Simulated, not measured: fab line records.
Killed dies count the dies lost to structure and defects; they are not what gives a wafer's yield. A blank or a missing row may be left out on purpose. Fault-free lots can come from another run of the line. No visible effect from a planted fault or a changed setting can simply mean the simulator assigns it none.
What tool caused it? :: flow nand harc :: 12 lots with 36 wafers sampled at 5 steps, on a route of 1159 steps

== WHAT EACH GAUGE READ, for each wafer ==
NHARC_END_SORT_01. Usual: killed at array 28, standard deviation 11; killed at other 0.8, standard deviation 1.1; killed at periphery 3.3, standard deviation 2.8; killed dies 32, standard deviation 11; killed open 3.3, standard deviation 1.9; killed short 1.9, standard deviation 1.4.
lot: L593
measured: day 22 09:53
on: prober-02
killed at array: 35 31
killed at other: 1 3
killed at periphery: 6 7
killed dies: 42 41
killed open: 8 6
killed short: 3 2
flag: 

lot: L598
measured: day 24 11:25
on: prober-01
killed at array: 23 29 24
killed at other: 4 1 2
killed at periphery: 6 2 3
killed dies: 33 32 29
killed open: 2 5 4
killed short: 3 1 4
flag: 

== TOOL THAT RAN EACH LOT (tool first, then ch and the chambers of the sampled wafers, then the start) ==
lot: L581
NHARC_P_GATE_HM_OPEN_105: rie diel-02 ch 0,2,3, day 4 22:53 or earlier
NHARC_P_GATE_ALD_36: ald sin-04 ch 0,1,2, day 4 22:53
NHARC_P_GATE_STRIP_101: rie diel-04 ch 0,2, day 5 07:20
NHARC_P_GATE_STRIP_111: plasma asher-02 ch 0,1, day 5 08:59

lot: L582
NHARC_P_GATE_HM_OPEN_105: rie diel-07 ch 0,2,3, day 4 22:08 or earlier
NHARC_P_GATE_ALD_36: ald sin-03 ch 1,3, day 4 22:08
NHARC_P_GATE_STRIP_101: rie diel-02 ch 0,1,3, day 5 07:44
NHARC_P_GATE_STRIP_111: plasma asher-02 ch 1, day 5 09:25

lot: L583
NHARC_P_GATE_HM_OPEN_105: rie diel-07 ch 0,1,3, day 5 10:58 or earlier
NHARC_P_GATE_ALD_36: ald sin-01 ch 2,3, day 5 10:58
NHARC_P_GATE_STRIP_101: rie diel-07 ch 0,2, day 5 20:49
NHARC_P_GATE_STRIP_111: plasma asher-01 ch 0,1, day 5 22:14

lot: L586
NHARC_P_GATE_HM_OPEN_105: rie diel-07 ch 0,2,3, day 5 20:30 or earlier
NHARC_P_GATE_ALD_36: ald sin-03 ch 0,1,3, day 5 20:30
NHARC_P_GATE_STRIP_101: rie diel-04 ch 1,2,3, day 6 04:02
NHARC_P_GATE_STRIP_111: plasma asher-02 ch 0,1, day 6 05:34

lot: L589
NHARC_P_GATE_HM_OPEN_105: rie diel-02 ch 0,1,3, day 6 22:33 or earlier
NHARC_P_GATE_ALD_36: ald sin-03 ch 1,2,3, day 6 22:33
NHARC_P_GATE_STRIP_101: rie diel-07 ch 0,1,3, day 7 08:31
NHARC_P_GATE_STRIP_111: plasma asher-02 ch 0,1, day 7 09:58

lot: L591
NHARC_P_GATE_HM_OPEN_105: rie diel-04 ch 0,2,3, day 7 13:12 or earlier
NHARC_P_GATE_ALD_36: ald sin-03 ch 1,2,3, day 7 13:12
NHARC_P_GATE_STRIP_101: rie diel-04 ch 1,2, day 7 19:35
NHARC_P_GATE_STRIP_111: plasma asher-01 ch 0,1, day 7 21:01

lot: L592
NHARC_P_GATE_HM_OPEN_105: rie diel-04 ch 0,2, day 7 10:11 or earlier
NHARC_P_GATE_ALD_36: ald sin-04 ch 0,3, day 7 10:11
NHARC_P_GATE_STRIP_101: rie diel-02 ch 0,1,2, day 7 19:46
NHARC_P_GATE_STRIP_111: plasma asher-02 ch 0,1, day 7 21:43

lot: L593
NHARC_P_GATE_HM_OPEN_105: rie diel-07 ch 1,2, day 8 03:19 or earlier
NHARC_P_GATE_ALD_36: ald sin-03 ch 0,1, day 8 03:19
NHARC_P_GATE_STRIP_101: rie diel-04 ch 1,2, day 8 12:58
NHARC_P_GATE_STRIP_111: plasma asher-02 ch 0,1, day 8 14:28

lot: L598
NHARC_P_GATE_HM_OPEN_105: rie diel-04 ch 1,2,3, day 9 03:19 or earlier
NHARC_P_GATE_ALD_36: ald sin-01 ch 0,3, day 9 03:19
NHARC_P_GATE_STRIP_101: rie diel-04 ch 0,1,3, day 9 12:56
NHARC_P_GATE_STRIP_111: plasma asher-02 ch 0,1, day 9 14:22

lot: L599
NHARC_P_GATE_HM_OPEN_105: rie diel-02 ch 0,2,3, day 9 04:00 or earlier
NHARC_P_GATE_ALD_36: ald sin-04 ch 1,2,3, day 9 04:00
NHARC_P_GATE_STRIP_101: rie diel-04 ch 0,1,3, day 9 13:34
NHARC_P_GATE_STRIP_111: plasma asher-01 ch 0,1, day 9 15:01

lot: L601
NHARC_P_GATE_HM_OPEN_105: rie diel-04 ch 0,1,3, day 9 17:29 or earlier
NHARC_P_GATE_ALD_36: ald sin-01 ch 1,2, day 9 17:29
NHARC_P_GATE_STRIP_101: rie diel-07 ch 0,1,2, day 10 03:13
NHARC_P_GATE_STRIP_111: plasma asher-02 ch 0,1, day 10 04:33

lot: L602
NHARC_P_GATE_HM_OPEN_105: rie diel-04 ch 0,3, day 10 00:34 or earlier
NHARC_P_GATE_ALD_36: ald sin-04 ch 1,2, day 10 00:34
NHARC_P_GATE_STRIP_101: rie diel-04 ch 0,3, day 10 10:17
NHARC_P_GATE_STRIP_111: plasma asher-02 ch 0,1, day 10 11:43
- NHARC_P_GATE_HM_OPEN_105: chemistry O2/COS, target depth 360 nm.
- NHARC_P_GATE_ALD_36: deposits SiNx, target thk 20 nm, pulse time 60 s, ald cycles 223.
- NHARC_P_GATE_STRIP_101: strips in O2, time 20 s.
- NHARC_P_GATE_STRIP_111: strips in N2/H2, time 250 s.

== AS READ BY THE TOOLS THEMSELVES (means over the sampled wafers that have a number; for cases with no such wafer, the mark the record gives instead) ==
NHARC_P_GATE_HM_OPEN_105. Usual: bias w is 299.8 W with standard deviation 0.95, chamber pressure mTorr is 20.000 mTorr with standard deviation 0.018, drypump motor current A is 5.8 A with standard deviation 0.48, oes product au is 1.003 a.u. with standard deviation 0.012, rf vpp V is 467.5 V with standard deviation 2.4, showerhead plenum p Torr is 3.14 Torr with standard deviation 0.11, and throttle valve pct is 28.329 % with standard deviation 0.0091.
lot: L581
tool: rie diel-02
bias w (W): 299.2
chamber pressure mTorr (mTorr): 19.992
drypump motor current A (A): 5.7
oes product au (a.u.): 0.993
rf vpp V (V): 467.1
showerhead plenum p Torr (Torr): 3.11
throttle valve pct (%): 28.324
flag: 

lot: L582
tool: rie diel-07
bias w (W): 299.9
chamber pressure mTorr (mTorr): 19.988
drypump motor current A (A): 5.9
oes product au (a.u.): 1.004
rf vpp V (V): 469.9
showerhead plenum p Torr (Torr): 3.24
throttle valve pct (%): 28.332
flag: 

lot: L583
tool: rie diel-07
bias w (W): 300.2
chamber pressure mTorr (mTorr): 20.007
drypump motor current A (A): 5.8
oes product au (a.u.): 1.007
rf vpp V (V): 470.3
showerhead plenum p Torr (Torr): 3.26
throttle valve pct (%): 28.331
flag: 

lot: L586
tool: rie diel-07
bias w (W): 299.7
chamber pressure mTorr (mTorr): 19.987
drypump motor current A (A): 5.9
oes product au (a.u.): 1.006
rf vpp V (V): 469.0
showerhead plenum p Torr (Torr): 3.24
throttle valve pct (%): 28.332
flag: 

lot: L589
tool: rie diel-02
bias w (W): 299.6
chamber pressure mTorr (mTorr): 20.003
drypump motor current A (A): 5.9
oes product au (a.u.): 1.001
rf vpp V (V): 466.0
showerhead plenum p Torr (Torr): 3.08
throttle valve pct (%): 28.321
flag: 

lot: L591
tool: rie diel-04
bias w (W): 300.1
chamber pressure mTorr (mTorr): 20.009
drypump motor current A (A): 5.7
oes product au (a.u.): 0.999
rf vpp V (V): 466.6
showerhead plenum p Torr (Torr): 3.09
throttle valve pct (%): 28.323
flag: 

lot: L592
tool: rie diel-04
bias w (W): 300.7
chamber pressure mTorr (mTorr): 20.000
drypump motor current A (A): 5.5
oes product au (a.u.): 1.002
rf vpp V (V): 465.5
showerhead plenum p Torr (Torr): 3.01
throttle valve pct (%): 28.332
flag: 

lot: L593
tool: rie diel-07
bias w (W): 299.2
chamber pressure mTorr (mTorr): 19.997
drypump motor current A (A): 5.7
oes product au (a.u.): 1.022
rf vpp V (V): 468.3
showerhead plenum p Torr (Torr): 3.19
throttle valve pct (%): 28.326
flag: 

lot: L598
tool: rie diel-04
bias w (W): 299.2
chamber pressure mTorr (mTorr): 20.001
drypump motor current A (A): 6.0
oes product au (a.u.): 1.006
rf vpp V (V): 468.7
showerhead plenum p Torr (Torr): 3.17
throttle valve pct (%): 28.335
flag: 

lot: L599
tool: rie diel-02
bias w (W): 300.5
chamber pressure mTorr (mTorr): 19.998
drypump motor current A (A): 5.7
oes product au (a.u.): 1.010
rf vpp V (V): 466.4
showerhead plenum p Torr (Torr): 3.09
throttle valve pct (%): 28.326
flag: 

lot: L601
tool: rie diel-04
bias w (W): 299.9
chamber pressure mTorr (mTorr): 20.002
drypump motor current A (A): 5.7
oes product au (a.u.): 1.002
rf vpp V (V): 467.6
showerhead plenum p Torr (Torr): 3.14
throttle valve pct (%): 28.334
flag: 

lot: L602
tool: rie diel-04
bias w (W): 299.2
chamber pressure mTorr (mTorr): 20.025
drypump motor current A (A): 5.4
oes product au (a.u.): 0.996
rf vpp V (V): 465.6
showerhead plenum p Torr (Torr): 3.06
throttle valve pct (%): 28.326
flag: 

NHARC_P_GATE_ALD_36. Usual: heater power w 769 W, standard deviation 93; precursor pulse height rel 1.000, standard deviation 0.02.
lot: L581
tool: ald sin-04
heater power w (W): 729
precursor pulse height rel: 0.985
flag: 

lot: L582
tool: ald sin-03
heater power w (W): 711
precursor pulse height rel: 1.020
flag: 

lot: L583
tool: ald sin-01
heater power w (W): 873
precursor pulse height rel: 1.003
flag: 

lot: L586
tool: ald sin-03
heater power w (W): 729
precursor pulse height rel: 0.984
flag: 

lot: L589
tool: ald sin-03
heater power w (W): 694
precursor pulse height rel: 1.004
flag: 

lot: L591
tool: ald sin-03
heater power w (W): 693
precursor pulse height rel: 0.990
flag: 

lot: L592
tool: ald sin-04
heater power w (W): 801
precursor pulse height rel: 0.973
flag: 

lot: L593
tool: ald sin-03
heater power w (W): 756
precursor pulse height rel: 1.012
flag: 

lot: L598
tool: ald sin-01
heater power w (W): 967
precursor pulse height rel: 1.000
flag: 

lot: L599
tool: ald sin-04
heater power w (W): 779
precursor pulse height rel: 0.984
flag: 

lot: L601
tool: ald sin-01
heater power w (W): 781
precursor pulse height rel: 1.007
flag: 

lot: L602
tool: ald sin-04
heater power w (W): 715
precursor pulse height rel: 0.985
flag: 

NHARC_P_GATE_STRIP_101. Usual: chamber pressure mTorr 60.00 mTorr, standard deviation 0.058; drypump motor current A 5.8 A, standard deviation 0.46; oes product au 1.001 a.u., standard deviation 0.011; rf vpp V 57.8 V, standard deviation 0.85; showerhead plenum p Torr 3.55 Torr, standard deviation 0.12; throttle valve pct 17.035 %, standard deviation 0.0093.
lot: L581
tool: rie diel-04
chamber pressure mTorr (mTorr): 59.97
drypump motor current A (A): 5.5
oes product au (a.u.): 0.999
rf vpp V (V): 57.7
showerhead plenum p Torr (Torr): 3.42
throttle valve pct (%): 17.039
flag: 

lot: L582
tool: rie diel-02
chamber pressure mTorr (mTorr): 60.06
drypump motor current A (A): 5.8
oes product au (a.u.): 1.000
rf vpp V (V): 57.6
showerhead plenum p Torr (Torr): 3.49
throttle valve pct (%): 17.041
flag: 

lot: L583
tool: rie diel-07
chamber pressure mTorr (mTorr): 60.01
drypump motor current A (A): 5.8
oes product au (a.u.): 1.012
rf vpp V (V): 57.8
showerhead plenum p Torr (Torr): 3.61
throttle valve pct (%): 17.030
flag: 

lot: L586
tool: rie diel-04
chamber pressure mTorr (mTorr): 60.01
drypump motor current A (A): 6.0
oes product au (a.u.): 0.997
rf vpp V (V): 58.0
showerhead plenum p Torr (Torr): 3.59
throttle valve pct (%): 17.037
flag: 

lot: L589
tool: rie diel-07
chamber pressure mTorr (mTorr): 60.06
drypump motor current A (A): 5.8
oes product au (a.u.): 0.998
rf vpp V (V): 58.0
showerhead plenum p Torr (Torr): 3.67
throttle valve pct (%): 17.039
flag: 

lot: L591
tool: rie diel-04
chamber pressure mTorr (mTorr): 59.97
drypump motor current A (A): 5.7
oes product au (a.u.): 1.006
rf vpp V (V): 57.4
showerhead plenum p Torr (Torr): 3.57
throttle valve pct (%): 17.026
flag: 

lot: L592
tool: rie diel-02
chamber pressure mTorr (mTorr): 59.99
drypump motor current A (A): 6.0
oes product au (a.u.): 0.994
rf vpp V (V): 57.3
showerhead plenum p Torr (Torr): 3.51
throttle valve pct (%): 17.038
flag: 

lot: L593
tool: rie diel-04
chamber pressure mTorr (mTorr): 60.01
drypump motor current A (A): 5.8
oes product au (a.u.): 1.008
rf vpp V (V): 57.8
showerhead plenum p Torr (Torr): 3.50
throttle valve pct (%): 17.036
flag: 

lot: L598
tool: rie diel-04
chamber pressure mTorr (mTorr): 60.02
drypump motor current A (A): 5.7
oes product au (a.u.): 0.989
rf vpp V (V): 58.4
showerhead plenum p Torr (Torr): 3.55
throttle valve pct (%): 17.035
flag: 

lot: L599
tool: rie diel-04
chamber pressure mTorr (mTorr): 59.98
drypump motor current A (A): 5.7
oes product au (a.u.): 0.998
rf vpp V (V): 58.3
showerhead plenum p Torr (Torr): 3.55
throttle valve pct (%): 17.041
flag: 

lot: L601
tool: rie diel-07
chamber pressure mTorr (mTorr): 59.99
drypump motor current A (A): 5.7
oes product au (a.u.): 1.009
rf vpp V (V): 57.6
showerhead plenum p Torr (Torr): 3.61
throttle valve pct (%): 17.045
flag: 

lot: L602
tool: rie diel-04
chamber pressure mTorr (mTorr): 59.97
drypump motor current A (A): 6.0
oes product au (a.u.): 1.001
rf vpp V (V): 58.1
showerhead plenum p Torr (Torr): 3.57
throttle valve pct (%): 17.034
flag: 

NHARC_P_GATE_STRIP_111. Usual: drypump motor current A 5.6 A, standard deviation 0.49; heater power w 88 W, standard deviation 5.4.
lot: L581
tool: plasma asher-02
drypump motor current A (A): 5.7
heater power w (W): 90
flag: 

lot: L582
tool: plasma asher-02
drypump motor current A (A): 4.9
heater power w (W): 82
flag: 

lot: L583
tool: plasma asher-01
drypump motor current A (A): 5.6
heater power w (W): 90
flag: 

lot: L586
tool: plasma asher-02
drypump motor current A (A): 5.3
heater power w (W): 86
flag: 

lot: L589
tool: plasma asher-02
drypump motor current A (A): 5.3
heater power w (W): 87
flag: 

lot: L591
tool: plasma asher-01
drypump motor current A (A): 5.6
heater power w (W): 92
flag: 

lot: L592
tool: plasma asher-02
drypump motor current A (A): 5.3
heater power w (W): 85
flag: 

lot: L593
tool: plasma asher-02
drypump motor current A (A): 5.7
heater power w (W): 88
flag: 

lot: L598
tool: plasma asher-02
drypump motor current A (A): 5.3
heater power w (W): 82
flag: 

lot: L599
tool: plasma asher-01
drypump motor current A (A): 5.7
heater power w (W): 87
flag: 

lot: L601
tool: plasma asher-02
drypump motor current A (A): 5.7
heater power w (W): 85
flag: 

lot: L602
tool: plasma asher-02
drypump motor current A (A): 5.7
heater power w (W): 84
flag: 

== THE ANSWER, worked out from the rows above alone ==
Rule: a lot counts as off when the mean over its wafers that have a number is more than 3 standard deviations away from the usual mean. Also off: a lot with no number at a reading for which 4 or more lots have one. Any other lot the step has rows for is counted as sound. After the gauges, taken in route order, come the tools' own readings; for these a lot's mean is taken, as printed above. The first step at which some lot is off is used, and at that step the reading that is off furthest; a lot without a number counts as furthest.
No lot is off at any reading shown: from this, nothing can be told.

== WHAT THE SIMULATOR PUT IN ==
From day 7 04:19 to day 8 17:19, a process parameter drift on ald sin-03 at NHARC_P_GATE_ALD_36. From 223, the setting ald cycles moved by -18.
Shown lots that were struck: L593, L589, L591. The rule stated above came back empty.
